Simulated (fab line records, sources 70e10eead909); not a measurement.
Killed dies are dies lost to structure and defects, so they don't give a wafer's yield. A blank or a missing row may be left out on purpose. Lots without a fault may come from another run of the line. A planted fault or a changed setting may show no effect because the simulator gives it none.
Chamber matching | flow nand_harc | NHARC_A_SLIT_DEP_23 on pecvd-01: 3 sister chambers
The step deposits SiON, target thk 100 nm. 6 wafers are shown with their chamber, then 12 later ones without.

WAFERS WITH THEIR CHAMBER
wafer  | chamber | heater_power_w (W)
L086.2 | 1       | 727
L086.4 | 2       | 789
L086.5 | 0       | 713
L087.1 | 0       | 673
L087.2 | 1       | 596
L087.3 | 2       | 852

WAFERS WITHOUT THEIR CHAMBER
wafer  | heater_power_w (W)
L090.2 | 677
L090.5 | 714
L090.6 | 612
L093.2 | 741
L093.3 | 771
L093.5 | 777
L091.1 | 739
L091.3 | 832
L091.5 | 869
L096.2 | 641
L096.3 | 776
L096.6 | 767

WHICH CHAMBER EACH WENT THROUGH
wafer  | from the rows above          | in truth
L090.2 | can't be placed: 1 or 0      | 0
L090.5 | can't be placed: 0 or 1 or 2 | 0
L090.6 | can't be placed: 1 or 0      | 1
L093.2 | can't be placed: 0 or 1 or 2 | 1
L093.3 | can't be placed: 2 or 0 or 1 | 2
L093.5 | can't be placed: 2 or 0 or 1 | 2
L091.1 | can't be placed: 0 or 1 or 2 | 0
L091.3 | 2                            | 2
L091.5 | 2                            | 2
L096.2 | can't be placed: 1 or 0      | 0
L096.3 | can't be placed: 2 or 0 or 1 | 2
L096.6 | can't be placed: 2 or 0 or 1 | 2
Placed correctly: 2 of 12. Can't be placed from these rows: 10 (the true chamber is among the candidates in 10). Placed wrongly: 0.
How it was worked out, from the rows above alone: a wafer's distance from a chamber is the root of the sum, over the readings, of the square of ((its reading less the chamber's mean) divided by the reading's scatter). The wafer belongs to the nearest chamber; if the next one is less than 2 further off, it can't be placed. A chamber's mean is the mean of its shown wafers. The scatter: the root of (the sum of the squares of (reading less its chamber's mean) over the shown wafers, divided by (wafers less chambers)).
